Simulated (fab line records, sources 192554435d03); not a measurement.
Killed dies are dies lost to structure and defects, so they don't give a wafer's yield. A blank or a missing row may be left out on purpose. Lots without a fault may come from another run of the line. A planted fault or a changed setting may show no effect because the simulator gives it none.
Chamber matching | flow n5_finfet | N5_BEOL_M0_SAQP_ILD_DEP_01 on pecvd-01: 3 sister chambers
The step deposits SiOC from DEMS/O2, target thk 45.419 nm, time 8.7 s. 3 wafers are shown with their chamber, then 10 later ones without.

WAFERS WITH THEIR CHAMBER
wafer  | chamber | throttle_valve_pct (%)
L082.6 | 1       | 13.3
L083.4 | 0       | 13.3
L086.4 | 2       | 10.6

WAFERS WITHOUT THEIR CHAMBER
wafer  | throttle_valve_pct (%)
L086.5 | 13.1
L091.1 | 10.8
L091.5 | 13.0
L091.6 | 13.3
L093.2 | 13.0
L093.4 | 13.1
L093.5 | 10.7
L094.2 | 13.2
L094.4 | 10.6
L094.6 | 13.0

WHICH CHAMBER EACH WENT THROUGH
wafer  | from the rows above     | in truth
L086.5 | can't be placed: 0 or 1 | 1
L091.1 | 2                       | 2
L091.5 | can't be placed: 0 or 1 | 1
L091.6 | can't be placed: 0 or 1 | 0
L093.2 | can't be placed: 0 or 1 | 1
L093.4 | can't be placed: 0 or 1 | 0
L093.5 | 2                       | 2
L094.2 | can't be placed: 0 or 1 | 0
L094.4 | 2                       | 2
L094.6 | can't be placed: 0 or 1 | 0
Placed correctly: 3 of 10. Can't be placed from these rows: 7 (the true chamber is among the candidates in 7). Placed wrongly: 0.
How it was worked out, from the rows above alone: a wafer's distance from a chamber is the root of the sum, over the readings, of the square of ((its reading less the chamber's mean) divided by the reading's scatter). The wafer belongs to the nearest chamber; if the next one is less than 2 further off, it can't be placed. A chamber's mean is the mean of its shown wafers. The scatter: with one shown wafer a chamber, the root of the mean of the squares of how far each hidden wafer lies from its nearest shown one.
